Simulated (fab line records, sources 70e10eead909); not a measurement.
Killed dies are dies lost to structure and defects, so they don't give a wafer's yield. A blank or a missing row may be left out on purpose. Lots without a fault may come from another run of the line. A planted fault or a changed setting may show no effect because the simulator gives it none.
fab line records | flow nand_harc
record lots=24 wafers=72 last_day=25
route steps=1159 shown A_CONTACT@900
lots that met no fault: from a run of the same line without faults
start_h: hours from the record's first day to the start of the lot's first wafer shown | wait_h: hours since the lot's step before | " the same as in the row above | L1.1+2: a row that stands for several wafers | - no value, or no start given | * or withheld: withheld | < > ~ a bound
route shown NAME@n: a module of which the file shows steps, and the number in the route of the first | usual: mean/standard deviation of fault-free wafers | same: alike in all rows | chamber/n: place in a boat | sites: the reading at each site | _std_site: their standard deviation | _edge_site: outer sites' mean less inner sites' | radius_mm: how far each site lies from the wafer's centre | mask NAME#n: copy n | behind: the tool/chamber that last shaped the wafer | hold: why the lot was held/for how many hours/how that ended | device: the transistor (n, p or np) that didn't switch | end of line: the same wafers' tests at the end of the route | a step without rows: its recipe alone | killed: dies lost to structure and defects at the first sort, not the wafer's yield | map: a wafer's dies, x killed, . not, _ none there
set.NAME: the setting as run; set.NAME@STEP: as run at that earlier step | model.NAME: the simulator's own value behind a step, which no gauge read
steps of the route over a sample of lots; a table a step, a row a wafer
services: from which hour (start_h, from the record's first day; less than 0 if before it) a tool's chamber was out of use, for how many hours, and why
## steps
# step NHARC_A_CONTACT_ETCH_75
# recipe target_depth_a=390 over_etch_frac=0.3 time_s=65 ion_energy_ev=80 cf4_flow_sccm=150 ar_flow_sccm=0 rf_w=300 bias_w=100 chemistry=CF4
# usual chamber_pressure_mTorr=50.00/0.045 drypump_motor_current_A=5.7/0.51 oes_product_au=0.999/0.0087 rf_vpp_V=151.2/1.2 showerhead_plenum_p_Torr=1.76/0.067 throttle_valve_pct=13.283/0.0095
# columns lot.wafer tool chamber start_h wait_h chamber_pressure_mTorr drypump_motor_current_A oes_product_au rf_hours_counter_h rf_vpp_V showerhead_plenum_p_Torr throttle_valve_pct
L074.2 rie_diel-05 0 372.16 0.1 50.02 5.3 1.001 9 152.8 1.87 13.280
L074.3 " 3 " " 49.98 5.0 0.992 8 152.1 1.82 13.272
L074.5 " 1 " " 49.97 6.1 1.004 - 151.5 1.77 13.287
L075.2 rie_diel-05 0 384.33 0.2 50.04 5.3 0.994 15 153.7 1.87 13.282
L075.3 " 1 " " 50.00 6.1 0.987 14 152.2 1.77 13.277
L075.4 " 3 " " 49.94 5.0 1.000 13 151.9 1.82 13.299
L077.4 rie_diel-08 2 386.88 0.1 50.03 6.1 1.012 16 150.8 1.75 13.288
L077.1 " 0 " " 50.03 5.6 1.012 17 151.5 1.78 13.283
L077.6 " 2 " " 50.01 6.1 1.008 - 151.7 1.75 13.275
L076.4 rie_diel-05 1 387.26 0.1 50.08 6.1 0.995 16 151.7 1.77 13.287
L076.5 " 0 " " 50.02 5.3 0.997 - 151.9 1.87 13.275
L076.6 " 1 " " 49.96 6.1 1.001 - 151.7 1.77 13.278
L078.2 rie_diel-08 2 398.49 0.1 50.02 6.0 1.016 18 151.9 1.75 13.288
L078.3 " 0 " " 49.96 5.6 1.017 20 152.2 1.77 13.283
L078.6 " 2 " " 50.00 6.0 1.003 - 150.3 1.75 13.306
L079.3 rie_diel-08 2 404.71 0.1 49.97 6.0 1.006 19 150.1 1.75 13.295
L079.1 " 3 " " 49.95 5.2 0.991 19 148.9 1.68 13.282
L079.6 " 3 " " 49.95 5.2 0.990 - 150.0 1.68 13.286
L081.2 rie_diel-08 1 415.72 0.1 50.12 6.6 1.001 24 149.5 1.71 13.285
L081.4 " 3 " " 49.97 5.2 0.987 22 150.1 1.68 13.276
L081.5 " 1 " " 49.98 6.6 1.004 - 150.2 1.71 13.273
L082.3 rie_diel-08 1 417.46 0.1 50.08 6.5 0.992 24 150.4 1.71 13.288
L082.5 " 0 " " 50.01 5.6 1.009 - 152.7 1.77 13.284
L082.6 " 1 " " 49.93 6.5 1.010 - 150.5 1.71 13.292
L085.4 rie_diel-07 2 427.85 0.1 50.01 4.8 1.003 6 151.0 1.75 13.278
L085.3 " 3 " " 50.00 5.7 0.994 5 153.2 1.89 13.270
L085.2 " 1 " " 49.97 6.1 0.993 5 150.3 1.65 13.277
L083.1 rie_diel-08 3 428.18 0.1 49.97 5.2 0.989 24 148.8 1.68 13.286
L083.6 " 0 " " 50.04 5.6 1.011 - 151.9 1.77 13.276
L083.5 " 1 " " 50.01 6.6 1.001 - 149.7 1.71 13.292
L080.3 rie_diel-05 2 433.87 0.1 49.98 6.3 0.996 28 151.5 1.88 13.290
L080.4 " 3 " " 50.05 5.0 1.017 30 152.0 1.82 13.265
L080.2 " 0 " " 50.02 5.3 0.989 29 152.6 1.86 13.267
L084.4 rie_diel-08 0 437.85 0.1 50.04 5.6 1.007 28 151.8 1.77 13.280
L084.6 " 3 " " 49.97 5.2 0.995 - 149.4 1.68 13.280
L084.5 " 0 " " 50.07 5.6 1.013 - 153.4 1.77 13.282
L086.2 rie_diel-08 2 442.75 0.1 50.05 6.0 0.999 27 151.0 1.75 13.255
L086.4 " 3 " " 50.00 5.2 0.997 27 151.6 1.68 13.295
L086.1 " 1 " " 50.06 6.6 0.991 29 150.8 1.71 13.281
L087.4 rie_diel-08 3 444.17 0.1 49.98 5.2 0.992 27 152.2 1.68 13.286
L087.1 " 1 " " 50.02 6.5 0.997 30 151.2 1.71 13.288
L087.5 " 3 " " 49.98 5.2 0.999 - 150.9 1.68 13.289
L088.3 rie_diel-05 2 456.00 0.1 49.98 6.3 0.999 39 155.1 1.88 13.290
L088.2 " 3 " " 49.96 5.0 1.003 42 152.2 1.82 13.284
L088.4 " 1 " " 49.98 6.1 0.997 39 152.1 1.76 13.269
L089.4 rie_diel-08 3 456.72 0.1 50.04 5.2 0.995 29 150.9 1.68 13.275
L089.3 " 2 " " 50.01 6.0 1.000 30 151.9 1.75 13.291
L089.5 " 0 " " 49.90 5.6 1.013 - 151.4 1.77 13.290
L090.1 rie_diel-08 1 473.45 0.1 49.94 6.6 0.994 34 149.7 1.71 13.284
L090.5 " 2 " " 49.98 6.1 1.000 - 151.5 1.75 13.277
L090.6 " 3 " " 49.98 5.2 0.996 - 148.9 1.67 13.276
L091.4 rie_diel-08 2 474.46 0.1 50.03 6.0 0.996 33 150.3 1.75 13.287
L091.3 " 3 " " 49.97 5.2 0.997 32 150.6 1.67 13.293
L091.1 " 1 " " 50.04 6.6 0.993 34 150.4 1.71 13.290
L093.4 rie_diel-07 2 484.74 0.1 50.02 4.8 0.999 26 151.7 1.75 13.279
L093.1 " 1 " " 49.98 6.0 0.983 24 149.6 1.65 13.276
L093.6 " 2 " " 50.08 4.9 0.994 - 150.8 1.75 13.296
L092.1 rie_diel-05 2 486.53 0.1 50.06 6.3 0.996 52 152.9 1.87 13.299
L092.2 " 3 " " 50.04 5.0 1.006 54 151.0 1.81 13.276
L092.5 " 2 " " 49.99 6.4 0.997 - 153.0 1.87 13.298
L094.4 rie_diel-08 2 492.42 0.1 49.95 6.1 0.985 1 149.7 1.75 13.289
L094.2 " 3 " " 50.02 5.2 1.005 1 150.4 1.67 13.288
L094.3 " 1 " " 50.04 6.6 1.000 1 151.1 1.71 13.261
L095.2 rie_diel-05 1 497.08 0.6 50.07 6.1 1.014 57 152.7 1.76 13.283
L095.1 " 2 " " 49.97 6.4 0.989 55 151.9 1.87 13.297
L095.4 " 0 " " 50.06 5.3 0.997 58 152.1 1.86 13.284
L097.3 rie_diel-07 0 511.03 0.2 50.02 5.3 0.981 32 151.7 1.72 13.266
L097.5 " 3 " " 49.98 5.6 0.985 - 152.1 1.88 13.270
L097.6 " 0 " " 50.02 5.3 0.997 - 150.7 1.72 13.275
L096.3 rie_diel-08 3 525.88 0.1 49.96 5.2 1.014 8 149.7 1.67 13.292
L096.4 " 0 " " 49.89 5.6 0.997 7 151.0 1.77 13.284
L096.1 " 2 " " 50.02 6.1 0.995 7 151.0 1.75 13.271
# step NHARC_A_CONTACT_ETCH_125
# recipe source_w=withheld pressure_mtorr=20 bias_v=1200 time_s=155 target_depth_a=9560 ar_flow_sccm=withheld c4f8_flow_sccm=withheld o2_flow_sccm=withheld chemistry=C4F8/O2/Ar
# usual chamber_pressure_mTorr=19.998/0.02
# columns lot.wafer tool chamber start_h wait_h chamber_pressure_mTorr rf_hours_counter_h
L074.2 har_cap_etch-01 1 373.57 0.2 19.991 56
L074.3 " 1 " " 19.990 -
L074.5 " 1 " " 20.028 -
L075.2 har_cap_etch-01 0 385.64 0.2 19.982 59
L075.3 " 1 " " 19.981 -
L075.4 " 0 " " 19.980 -
L077.1 har_cap_etch-02 0 388.14 0.2 20.005 14
L077.4 " 0 " " 19.997 -
L077.6 " 1 " " 19.990 -
L076.4 har_cap_etch-03 0 388.59 0.1 19.988 -
L076.5 " 0 " " 19.946 -
L076.6 " 1 " " 20.009 -
L078.2 har_cap_etch-03 1 399.75 0.2 19.978 83
L078.3 " 1 " " 19.989 -
L078.6 " 1 " " 20.020 -
L079.1 har_cap_etch-02 1 405.97 0.2 20.016 16
L079.3 " 0 " " 19.990 -
L079.6 " 0 " " 20.008 -
L081.2 har_cap_etch-03 0 416.98 0.2 20.003 86
L081.4 " 0 " " 19.999 -
L081.5 " 1 " " 20.016 -
L082.3 har_cap_etch-02 0 418.75 0.1 19.990 -
L082.6 " 0 " " 20.002 -
L082.5 " 1 " " 19.987 -
L085.2 har_cap_etch-02 0 429.09 0.2 19.997 21
L085.3 " 0 " " 19.997 -
L085.4 " 1 " " 20.053 -
L083.1 har_cap_etch-01 0 429.39 0.2 19.986 66
L083.5 " 0 " " 19.996 -
L083.6 " 1 " " 19.999 -
L080.2 har_cap_etch-02 0 435.10 0.2 19.973 22
L080.3 " 0 " " 19.951 -
L080.4 " 1 " " 19.991 -
L084.4 har_cap_etch-03 1 439.18 0.1 19.980 -
L084.6 " 0 " " 20.017 -
L084.5 " 1 " " 20.003 -
L086.2 har_cap_etch-02 0 444.13 0.2 20.010 25
L086.1 " 1 " " 19.977 25
L086.4 " 0 " " 19.980 -
L087.1 har_cap_etch-01 1 445.64 0.2 19.994 70
L087.4 " 1 " " 19.979 -
L087.5 " 0 " " 20.005 -
L088.2 har_cap_etch-02 1 457.24 0.2 20.020 27
L088.3 " 1 " " 20.000 -
L088.4 " 0 " " 20.015 -
L089.3 har_cap_etch-01 1 458.01 0.1 20.037 -
L089.4 " 0 " " 19.950 -
L089.5 " 1 " " 20.009 -
L090.1 har_cap_etch-02 0 474.69 0.2 20.015 29
L090.5 " 1 " " 20.023 -
L090.6 " 0 " " 20.045 -
L091.1 har_cap_etch-01 0 475.72 0.2 20.002 74
L091.3 " 1 " " 19.995 -
L091.4 " 0 " " 19.983 -
L093.1 har_cap_etch-01 0 485.99 0.2 19.995 76
L093.4 " 1 " " 20.003 -
L093.6 " 0 " " 20.077 -
L092.1 har_cap_etch-02 1 487.89 0.2 20.004 33
L092.2 " 0 " " 20.022 33
L092.5 " 1 " " 20.015 -
L094.2 har_cap_etch-01 0 493.72 0.2 20.006 78
L094.3 " 1 " " 19.992 -
L094.4 " 0 " " 20.011 -
L095.2 har_cap_etch-01 0 498.33 0.2 20.002 79
L095.1 " 1 " " 20.001 79
L095.4 " 0 " " 20.004 -
L097.3 har_cap_etch-01 0 512.31 0.1 19.966 -
L097.5 " 0 " " 20.028 -
L097.6 " 1 " " 19.985 -
L096.1 har_cap_etch-01 1 527.14 0.2 19.989 84
L096.4 " 0 " " 20.021 -
L096.3 " 1 " " 20.004 -
# step NHARC_A_CONTACT_ETCH_131
# recipe source_w=withheld pressure_mtorr=20 bias_v=1200 time_s=155 target_depth_a=9560 ar_flow_sccm=withheld c4f8_flow_sccm=withheld o2_flow_sccm=withheld chemistry=C4F8/O2/Ar
# usual chamber_pressure_mTorr=20.001/0.024
# columns lot.wafer tool chamber start_h wait_h chamber_pressure_mTorr rf_hours_counter_h
L074.2 har_cap_etch-01 1 374.43 0.1 20.005 57
L074.3 " 1 " " 19.973 -
L074.5 " 1 " " 20.005 -
L075.2 har_cap_etch-01 0 386.49 0.1 20.002 59
L075.3 " 1 " " 19.972 -
L075.4 " 0 " " 20.027 -
L077.1 har_cap_etch-02 0 388.99 0.1 20.028 14
L077.4 " 0 " " 20.000 -
L077.6 " 1 " " 19.976 -
L076.4 har_cap_etch-03 0 389.44 0.1 20.006 -
L076.5 " 0 " " 20.002 -
L076.6 " 1 " " 19.993 -
L078.2 har_cap_etch-03 1 400.60 0.1 20.002 84
L078.3 " 1 " " 19.994 -
L078.6 " 1 " " 19.999 -
L079.1 har_cap_etch-02 1 406.82 0.1 19.998 17
L079.3 " 0 " " 19.999 -
L079.6 " 0 " " 19.970 -
L081.2 har_cap_etch-03 0 417.83 0.1 19.985 86
L081.4 " 0 " " 19.996 -
L081.5 " 1 " " 20.005 -
L082.3 har_cap_etch-02 0 419.60 0.1 20.026 -
L082.6 " 0 " " 20.024 -
L082.5 " 1 " " 20.024 -
L085.2 har_cap_etch-02 0 429.94 0.1 20.006 22
L085.3 " 0 " " 19.987 -
L085.4 " 1 " " 19.988 -
L083.1 har_cap_etch-01 0 430.25 0.1 20.001 66
L083.5 " 0 " " 19.998 -
L083.6 " 1 " " 19.968 -
L080.2 har_cap_etch-02 0 435.95 0.1 19.977 23
L080.3 " 0 " " 20.036 -
L080.4 " 1 " " 19.999 -
L084.4 har_cap_etch-03 1 440.03 0.1 20.005 -
L084.6 " 0 " " 20.010 -
L084.5 " 1 " " 19.985 -
L086.2 har_cap_etch-02 0 445.27 0.2 19.972 26
L086.1 " 1 " " 19.999 26
L086.4 " 0 " " 19.988 -
L087.1 har_cap_etch-01 1 446.77 0.2 20.012 70
L087.4 " 1 " " 20.105 -
L087.5 " 0 " " 19.994 -
L088.2 har_cap_etch-02 1 458.09 0.1 20.047 28
L088.3 " 1 " " 19.986 -
L088.4 " 0 " " 19.992 -
L089.3 har_cap_etch-01 1 458.86 0.1 19.964 -
L089.4 " 0 " " 19.975 -
L089.5 " 1 " " 19.991 -
L090.1 har_cap_etch-02 0 475.55 0.1 20.012 30
L090.5 " 1 " " 20.022 -
L090.6 " 0 " " 20.011 -
L091.1 har_cap_etch-01 0 476.57 0.1 20.011 75
L091.3 " 1 " " 20.005 -
L091.4 " 0 " " 19.979 -
L093.1 har_cap_etch-01 0 486.83 0.1 20.008 77
L093.4 " 1 " " 20.011 -
L093.6 " 0 " " 19.972 -
L092.1 har_cap_etch-02 1 488.74 0.1 20.036 34
L092.2 " 0 " " 19.965 34
L092.5 " 1 " " 20.024 -
L094.2 har_cap_etch-01 0 494.58 0.1 19.999 78
L094.3 " 1 " " 19.981 -
L094.4 " 0 " " 20.023 -
L095.2 har_cap_etch-01 0 499.18 0.1 19.971 80
L095.1 " 1 " " 20.017 80
L095.4 " 0 " " 20.000 -
L097.3 har_cap_etch-01 0 513.16 0.1 19.996 -
L097.5 " 0 " " 19.965 -
L097.6 " 1 " " 20.043 -
L096.1 har_cap_etch-01 1 527.99 0.1 20.015 85
L096.4 " 0 " " 19.994 -
L096.3 " 1 " " 20.031 -
# step NHARC_A_CONTACT_ETCH_133
# recipe source_w=withheld pressure_mtorr=20 bias_v=400 time_s=195 target_depth_a=8400 ar_flow_sccm=withheld c4f8_flow_sccm=11.5 o2_flow_sccm=7.2 chemistry=C4F8/O2/Ar
# usual chamber_pressure_mTorr=20.001/0.02
# columns lot.wafer tool chamber start_h wait_h chamber_pressure_mTorr rf_hours_counter_h
L074.2 har_cap_etch-01 1 374.74 0.1 20.014 57
L074.3 " 1 " " 20.001 -
L074.5 " 1 " " 19.997 -
L075.2 har_cap_etch-01 0 386.79 0.1 19.972 60
L075.3 " 1 " " 20.000 -
L075.4 " 0 " " 19.928 -
L077.1 har_cap_etch-02 0 389.29 0.1 20.000 15
L077.4 " 0 " " 20.006 -
L077.6 " 1 " " 20.012 -
L076.4 har_cap_etch-03 0 389.77 0.2 19.999 -
L076.5 " 0 " " 20.009 -
L076.6 " 1 " " 20.006 -
L078.2 har_cap_etch-03 1 400.91 0.1 20.006 84
L078.3 " 1 " " 20.004 -
L078.6 " 1 " " 20.014 -
L079.1 har_cap_etch-02 1 407.13 0.1 19.998 17
L079.3 " 0 " " 20.005 -
L079.6 " 0 " " 20.001 -
L081.2 har_cap_etch-03 0 418.14 0.1 20.010 87
L081.4 " 0 " " 20.013 -
L081.5 " 1 " " 19.987 -
L082.3 har_cap_etch-02 0 419.92 0.2 20.044 -
L082.6 " 0 " " 19.949 -
L082.5 " 1 " " 20.022 -
L085.2 har_cap_etch-02 0 430.22 0.1 20.010 22
L085.3 " 0 " " 19.999 -
L085.4 " 1 " " 19.981 -
L083.1 har_cap_etch-01 0 430.53 0.1 19.960 67
L083.5 " 0 " " 19.982 -
L083.6 " 1 " " 19.995 -
L080.2 har_cap_etch-02 0 436.23 0.1 20.002 23
L080.3 " 0 " " 19.987 -
L080.4 " 1 " " 20.049 -
L084.4 har_cap_etch-03 1 440.38 0.2 19.996 -
L084.6 " 0 " " 19.988 -
L084.5 " 1 " " 20.014 -
L086.2 har_cap_etch-02 0 445.65 0.2 19.987 26
L086.1 " 1 " " 20.034 26
L086.4 " 0 " " 20.005 -
L087.1 har_cap_etch-01 1 447.18 0.2 19.993 71
L087.4 " 1 " " 20.000 -
L087.5 " 0 " " 20.016 -
L088.2 har_cap_etch-02 1 458.37 0.1 19.993 29
L088.3 " 1 " " 20.003 -
L088.4 " 0 " " 19.987 -
L089.3 har_cap_etch-01 1 459.19 0.2 20.017 -
L089.4 " 0 " " 20.054 -
L089.5 " 1 " " 20.018 -
L090.1 har_cap_etch-02 0 475.85 0.1 19.978 31
L090.5 " 1 " " 19.954 -
L090.6 " 0 " " 20.021 -
L091.1 har_cap_etch-01 0 476.87 0.1 19.993 75
L091.3 " 1 " " 20.012 -
L091.4 " 0 " " 20.000 -
L093.1 har_cap_etch-01 0 487.14 0.1 20.020 77
L093.4 " 1 " " 20.012 -
L093.6 " 0 " " 20.014 -
L092.1 har_cap_etch-02 1 489.03 0.1 19.989 34
L092.2 " 0 " " 20.018 34
L092.5 " 1 " " 19.996 -
L094.2 har_cap_etch-01 0 494.89 0.1 20.014 79
L094.3 " 1 " " 20.003 -
L094.4 " 0 " " 19.993 -
L095.2 har_cap_etch-01 0 499.47 0.1 19.988 80
L095.1 " 1 " " 19.971 80
L095.4 " 0 " " 19.972 -
L097.3 har_cap_etch-01 0 513.49 0.2 19.999 -
L097.5 " 0 " " 19.993 -
L097.6 " 1 " " 20.002 -
L096.1 har_cap_etch-01 1 528.30 0.1 19.996 85
L096.4 " 0 " " 20.011 -
L096.3 " 1 " " 20.013 -
# step NHARC_A_CONTACT_STRIP_26
# recipe o2_flow_sccm=500 ar_flow_sccm=0 bias_w=0 chemistry=O2
# usual chamber_pressure_mTorr=59.99/0.053 drypump_motor_current_A=5.7/0.5 o2_flow_sccm=500.0/1.6 oes_product_au=1.001/0.0098 rf_vpp_V=57.7/0.94 showerhead_plenum_p_Torr=3.49/0.13 throttle_valve_pct=17.036/0.0092
# columns lot.wafer tool chamber start_h wait_h chamber_pressure_mTorr drypump_motor_current_A o2_flow_sccm oes_product_au rf_hours_counter_h rf_vpp_V showerhead_plenum_p_Torr throttle_valve_pct
L074.2 rie_diel-07 0 - - 60.10 5.3 502.4 1.004 55 58.3 3.44 17.025
L074.3 " 1 " " 60.03 6.1 499.3 1.002 50 57.8 3.31 17.045
L074.5 " 3 " " 59.86 5.7 500.6 1.006 - 58.5 3.78 17.024
L075.2 rie_diel-08 3 - - 59.96 5.2 501.1 1.001 17 57.8 3.35 17.031
L075.4 " 0 " " 59.95 5.6 500.0 1.031 19 57.3 3.54 17.051
L075.3 " 1 " " 60.01 6.6 499.8 0.991 18 56.4 3.42 17.039
L077.1 rie_diel-08 0 - - 59.96 5.6 499.6 1.012 20 58.1 3.54 17.042
L077.4 " 3 " " 59.91 5.2 500.1 0.980 17 57.3 3.35 17.045
L077.6 " 0 " " 59.98 5.6 499.0 1.017 - 57.8 3.54 17.048
L076.4 rie_diel-08 0 - - 60.06 5.6 502.0 1.026 20 57.4 3.54 17.051
L076.5 " 2 " " 60.01 6.1 501.3 1.009 - 58.7 3.50 17.031
L076.6 " 3 " " 60.03 5.2 499.9 0.989 - 57.1 3.35 17.024
L078.2 rie_diel-08 3 - - 59.93 5.2 501.0 0.997 20 57.5 3.35 17.033
L078.3 " 1 " " 60.02 6.6 499.4 0.997 23 58.0 3.41 17.035
L078.6 " 2 " " 59.94 6.1 498.6 1.005 - 57.9 3.49 17.025
L079.1 rie_diel-08 0 - - 60.00 5.6 500.3 1.017 23 58.3 3.54 17.024
L079.3 " 2 " " 59.88 6.0 500.9 1.003 22 59.2 3.49 17.039
L079.6 " 0 " " 60.01 5.6 501.3 1.017 - 57.3 3.54 17.035
L081.2 rie_diel-08 3 - - 60.05 5.2 499.4 0.990 24 58.0 3.34 17.032
L081.4 " 1 " " 59.96 6.6 500.1 1.004 26 57.9 3.41 17.041
L081.5 " 2 " " 60.06 6.1 502.5 1.001 - 57.0 3.49 17.035
L082.3 rie_diel-08 0 - - 60.07 5.6 500.8 1.011 26 57.6 3.54 17.022
L082.6 " 2 " " 59.98 6.1 498.0 0.999 - 56.5 3.49 17.034
L082.5 " 3 " " 60.02 5.2 501.8 0.995 - 57.5 3.34 17.036
L085.4 rie_diel-07 3 - - 60.04 5.7 498.2 1.004 9 59.8 3.77 17.026
L085.3 " 0 " " 59.97 5.3 500.6 0.999 7 57.0 3.44 17.030
L085.2 " 1 " " 59.98 6.1 500.4 0.994 8 58.1 3.30 17.025
L083.1 rie_diel-05 0 - - 60.11 5.3 502.6 1.002 31 55.6 3.72 17.022
L083.6 " 0 " " 60.05 5.3 501.7 1.010 - 57.9 3.72 17.039
L083.5 " 1 " " 60.01 6.1 497.9 0.999 - 58.6 3.52 17.035
L080.4 rie_diel-08 1 - - 60.00 6.6 499.5 1.010 30 57.8 3.41 17.029
L080.3 " 2 " " 60.01 6.1 501.4 1.013 27 57.5 3.49 17.034
L080.2 " 3 " " 60.01 5.2 500.8 0.998 27 56.9 3.34 17.027
L084.4 rie_diel-08 2 - - 59.95 6.1 497.9 1.007 29 57.3 3.49 17.034
L084.5 " 3 " " 60.10 5.2 502.6 0.997 - 56.5 3.34 17.030
L084.6 " 0 " " 59.97 5.6 501.1 1.012 - 57.6 3.53 17.040
L086.1 rie_diel-08 0 - - 60.03 5.6 496.9 1.018 31 59.2 3.53 17.031
L086.4 " 1 " " 59.93 6.6 498.9 0.992 32 56.3 3.41 17.041
L086.2 " 2 " " 60.02 6.1 498.5 1.005 30 57.4 3.49 17.032
L087.4 rie_diel-05 3 - - 59.97 5.0 498.2 1.005 42 59.5 3.62 17.027
L087.1 " 0 " " 59.90 5.3 499.6 0.999 40 59.9 3.71 17.034
L087.5 " 2 " " 60.01 6.3 499.8 0.994 - 58.3 3.75 17.033
L088.3 rie_diel-08 3 - - 59.97 5.2 499.8 1.000 31 58.1 3.34 17.025
L088.2 " 0 " " 59.94 5.6 501.0 1.011 33 58.5 3.53 17.039
L088.4 " 1 " " 60.05 6.6 498.7 1.002 34 56.0 3.41 17.047
L089.3 rie_diel-08 2 - - 60.06 6.1 501.9 1.006 32 55.7 3.49 17.038
L089.4 " 1 " " 59.96 6.5 500.6 0.982 34 57.9 3.41 17.041
L089.5 " 2 " " 60.08 6.1 500.0 1.008 - 57.3 3.49 17.032
L090.1 rie_diel-07 3 - - 60.06 5.7 500.7 0.982 26 58.7 3.76 17.056
L090.5 " 2 " " 60.10 4.9 500.9 1.007 - 59.1 3.48 17.031
L090.6 " 3 " " 60.01 5.7 498.5 0.997 - 59.9 3.76 17.048
L091.3 rie_diel-07 0 - - 60.04 5.3 499.5 0.993 25 56.6 3.43 17.042
L091.1 " 2 " " 60.03 4.9 503.0 0.997 26 59.5 3.48 17.037
L091.4 " 3 " " 59.96 5.6 499.1 0.980 27 57.8 3.76 17.029
L093.4 rie_diel-05 3 - - 60.01 5.0 498.8 1.002 58 58.6 3.61 17.041
L093.1 " 2 " " 60.00 6.3 498.3 0.993 56 56.9 3.74 17.049
L093.6 " 0 " " 60.00 5.3 501.3 1.007 - 57.0 3.70 17.029
L092.2 rie_diel-08 3 - - 60.04 5.2 498.8 1.001 3 58.3 3.34 17.022
L092.1 " 1 " " 59.94 6.6 500.5 0.995 2 57.1 3.41 17.051
L092.5 " 0 " " 59.97 5.6 499.4 0.990 - 57.1 3.53 17.020
L094.4 rie_diel-07 0 - - 59.92 5.3 500.4 0.991 30 58.5 3.42 17.041
L094.3 " 1 " " 59.91 6.0 499.8 0.992 30 56.0 3.29 17.036
L094.2 " 3 " " 59.95 5.6 499.6 0.991 31 58.9 3.75 17.040
L095.2 rie_diel-05 0 - - 59.98 5.3 501.8 1.004 61 58.7 3.70 17.034
L095.4 " 1 " " 59.91 6.1 501.6 1.004 60 57.9 3.50 17.029
L095.1 " 2 " " 60.01 6.4 497.9 1.001 59 58.3 3.74 17.031
L097.3 rie_diel-08 3 - - 59.91 5.2 498.1 1.008 7 55.8 3.34 17.040
L097.6 " 3 " " 59.95 5.2 501.0 1.010 - 55.7 3.34 17.045
L097.5 " 0 " " 60.07 5.6 500.8 1.004 - 57.4 3.53 17.031
L096.1 rie_diel-08 0 - - 59.92 5.6 501.5 0.996 10 58.3 3.53 17.037
L096.4 " 1 " " 60.01 6.5 502.9 0.994 10 58.9 3.40 17.035
L096.3 " 2 " " 59.94 6.0 496.8 1.001 11 57.2 3.48 17.053
# step NHARC_A_CONTACT_ALD_18
# recipe target_thk_a=30 pulse_time_s=1 ald_cycles=150 temp_c=450 material=TiN
# usual heater_power_w=1145/140 precursor_pulse_height_rel=0.999/0.019
# columns lot.wafer tool chamber start_h wait_h heater_power_w precursor_pulse_height_rel since_wet_clean_h
L074.2 ald_metal-03 0 385.71 - 1070 0.964 54
L074.3 " 2 " " 1052 1.023 54
L074.5 " 0 " " 1090 0.974 -
L075.2 ald_metal-03 2 394.05 - 1032 1.000 62
L075.4 " 3 " " 1413 1.019 62
L075.3 " 1 " " 1222 0.984 62
L077.1 ald_metal-03 0 397.65 - 1063 1.005 66
L077.4 " 2 " " 1046 1.007 66
L077.6 " 1 " " 1231 1.008 -
L076.4 ald_metal-02 0 398.56 - 1103 1.008 25
L076.5 " 1 " " 1162 0.965 -
L076.6 " 2 " " 1004 1.001 -
L078.2 ald_metal-03 3 409.12 - 1426 1.026 77
L078.3 " 1 " " 1245 1.025 77
L078.6 " 2 " " 1035 0.987 -
L079.3 ald_metal-02 3 414.97 - 856 1.017 41
L079.1 " 1 " " 1151 1.018 41
L079.6 " 2 " " 1033 1.053 -
L081.2 ald_metal-01 2 425.69 - 1288 0.996 136
L081.4 " 0 " " 1147 0.978 136
L081.5 " 2 " " 1262 1.017 -
L082.3 ald_metal-03 3 428.03 - 1407 1.009 96
L082.5 " 0 " " 1068 1.006 -
L082.6 " 1 " " 1268 0.991 -
L085.2 ald_metal-03 1 438.18 - 1226 1.011 106
L085.4 " 2 " " 1060 0.987 106
L085.3 " 3 " " 1405 1.021 106
L083.1 ald_metal-03 3 439.42 - 1408 0.992 107
L083.6 " 1 " " 1262 1.001 -
L083.5 " 2 " " 1081 1.024 -
L080.3 ald_metal-02 3 443.82 - 881 1.002 70
L080.2 " 0 " " 1112 1.011 70
L080.4 " 1 " " 1183 0.987 70
L084.4 ald_metal-02 3 447.54 - 871 0.982 74
L084.6 " 3 " " 871 0.965 -
L084.5 " 0 " " 1145 1.019 -
L086.4 ald_metal-03 1 455.10 - 1251 1.000 123
L086.1 " 2 " " 1069 0.968 123
L086.2 " 0 " " 1111 0.988 123
L087.4 ald_metal-03 0 456.34 - 1111 0.987 124
L087.1 " 1 " " 1277 0.984 124
L087.5 " 0 " " 1081 0.975 -
L088.2 ald_metal-03 0 465.60 - 1088 1.014 134
L088.4 " 1 " " 1264 0.979 134
L088.3 " 3 " " 1383 0.989 134
L089.4 ald_metal-03 3 466.95 - 1390 1.008 135
L089.3 " 0 " " 1095 0.979 135
L089.5 " 2 " " 1035 1.019 -
L090.1 ald_metal-02 1 483.77 - 1193 1.007 110
L090.5 " 2 " " 1017 1.002 -
L090.6 " 3 " " 879 0.991 -
L091.1 ald_metal-03 0 486.99 - 1104 0.978 155
L091.4 " 1 " " 1271 0.988 155
L091.3 " 3 " " 1378 1.018 155
L093.4 ald_metal-03 1 499.06 - 1251 0.987 167
L093.1 " 3 " " 1435 0.997 167
L093.6 " 1 " " 1284 1.014 -
L092.1 ald_metal-01 0 499.26 - 1217 1.040 31
L092.2 " 1 " " 1004 1.019 31
L092.5 " 0 " " 1236 1.012 -
L094.3 ald_metal-02 0 502.14 - 1081 0.976 128
L094.4 " 1 " " 1170 0.993 128
L094.2 " 2 " " 1003 0.976 128
L095.1 ald_metal-01 2 506.82 - 1272 1.005 39
L095.4 " 0 " " 1212 0.978 39
L095.2 " 1 " " 1001 0.992 39
L097.3 ald_metal-03 3 521.68 - 1368 1.006 12
L097.6 " 2 " " 1089 1.005 -
L097.5 " 3 " " 1384 0.977 -
L096.1 ald_metal-01 0 536.21 - 1221 0.970 68
L096.3 " 2 " " 1274 1.017 68
L096.4 " 3 " " 1141 1.014 68
## services
# columns tool chamber start_h hours kind
rie_diel-08 0 360.04 - clean
rie_diel-08 1 360.04 - clean
rie_diel-08 2 360.04 - clean
rie_diel-08 3 360.04 - clean
ald_metal-02 - 364.00 10.0 pm
har_cap_etch-02 - 368.56 0.1 repair
rie_diel-08 3 375.86 2.3 repair
rie_diel-08 0 384.60 - clean
rie_diel-08 1 384.60 - clean
rie_diel-08 2 384.60 - clean
rie_diel-08 3 384.60 - clean
ald_metal-01 2 387.47 4.1 repair
rie_diel-05 0 394.89 4.7 repair
rie_diel-07 3 395.32 2.2 repair
rie_diel-07 - 405.70 9.0 pm
rie_diel-08 0 409.17 - clean
rie_diel-08 1 409.17 - clean
rie_diel-08 2 409.17 - clean
ald_metal-03 - 421.95 2.4 repair
ald_metal-01 - 458.00 10.0 pm
rie_diel-07 - 477.77 0.5 repair
ald_metal-03 - 500.00 10.0 pm
rie_diel-08 0 511.88 5.2 repair
rie_diel-05 - 517.63 9.0 pm
## key
fault none
